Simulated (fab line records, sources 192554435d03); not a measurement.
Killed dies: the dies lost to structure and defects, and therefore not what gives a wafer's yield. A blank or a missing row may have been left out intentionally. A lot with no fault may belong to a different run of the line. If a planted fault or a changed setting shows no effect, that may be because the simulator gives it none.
Problem report in the 8D (eight disciplines) form, filled by code / flow n5-finfet / the parts of the form that need people (team, actions taken, sign-off) are left out

1. PROBLEM STATEMENT
rf-fwd-power-W at N5_BEOL_M4_TRENCH_ETCH_37 reads a mean of 267.0 W on 2 wafers of 2 lots; wafers without a fault read 350.9 W with a standard deviation of 1.5. Measured from the usual mean, that is -56 standard deviations.
The step: etches SiOC in C4F6/O2, target depth 55.555 nm, time 29.2 s.
First observed at day 11 07:13: wafer L122.3, on rie-diel-06. Wafers with a number at this step in the record: 12, from 4 lots. By rule, "out" or "out of limits" means more than 4 standard deviations away from the usual mean. Any other wafer with a number is counted as sound.

2. WHAT IT IS, WHAT IT ISN'T
question=which readings at this step | is=rf-fwd-power-W, rf-vpp-V | is not=drypump-motor-current-A, oes-product-au, showerhead-plenum-p-Torr, throttle-valve-pct
question=which lots | is=L122, L124 | is not=L115, L134
question=which wafers of those lots | is=L122.3, L124.4 | is not=L122.2, L122.5, L124.5, L124.6
question=read on which tools | is=rie-diel-06 | is not=rie-diel-05
question=when | is=from day 11 07:13 | is not=up to then (5 sound wafers); but 5 sound wafers of L124, L134 came after

3. WHAT RULES OUT EACH SUSPECT
Counting: a tool at a process step up to the reading stays a suspect if it ran every lot that is out. Sound lots after the first of them don't rule it out here, since some wafers of a struck lot are sound.
- rie-diel-06 at N5_BEOL_M4_TRENCH_ETCH_37 (etches SiOC in C4F6/O2, target depth 55.555 nm, time 29.2 s): kept. It ran every lot that is out, first L122 (day 11 07:13); its last sound lot up to then is L115 (day 9 10:27). Its own rf-fwd-power-W, rf-vpp-V readings are out on those wafers.
- rie-diel-06, N5_BEOL_M4_TRENCH_ETCH_37: wafers that are out in chamber 2, sound lot-mates in chambers 0, 3.
After counting, what remains is rie-diel-06 at N5_BEOL_M4_TRENCH_ETCH_37.

4. THE CAUSE (what the simulator had put in)
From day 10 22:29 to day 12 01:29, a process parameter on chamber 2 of rie-diel-06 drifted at N5_BEOL_M4_TRENCH_ETCH_37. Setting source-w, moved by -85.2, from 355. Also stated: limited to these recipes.
After counting, this tool was the only one left.

5. THE CHAIN OF EFFECTS, in route order
Each row: a reading where the mean over the struck wafers with a number is more than 3 standard deviations away from the usual. Scope: only readings with a usual standard deviation given in the record; hours: median across lots of the time from each lot's start at the first step in this table that gives one to its start at this step; sigmas: change in usual standard deviations.
hours=0; step=N5_BEOL_M4_TRENCH_ETCH_37; reading=rf-fwd-power-W; usual=350.9 W; on struck wafers=267.0; change=-83.9; sigmas=-56
hours=0; step=N5_BEOL_M4_TRENCH_ETCH_37; reading=rf-vpp-V; usual=655 V; on struck wafers=775; change=+120; sigmas=+7.1
hours=0; step=N5_BEOL_M4_OCD_MEAS_38; reading=trench-depth-nm; usual=55.0 nm; on struck wafers=51.1; change=-3.9; sigmas=-3.0
Its process steps:
- N5_BEOL_M4_TRENCH_ETCH_37: etches SiOC in C4F6/O2, target depth 55.555 nm, time 29.2 s.
Later measuring or inspecting steps at which every struck wafer that the step has a row for has a number for every such reading, and none has moved that far: N5_BEOL_M4_RC_MEAS_101.

6. HOW IT WOULD HAVE BEEN CAUGHT EARLIER
In this record the first reading out of limits was taken at day 11 07:13, 9 hours after the fault began at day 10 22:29.
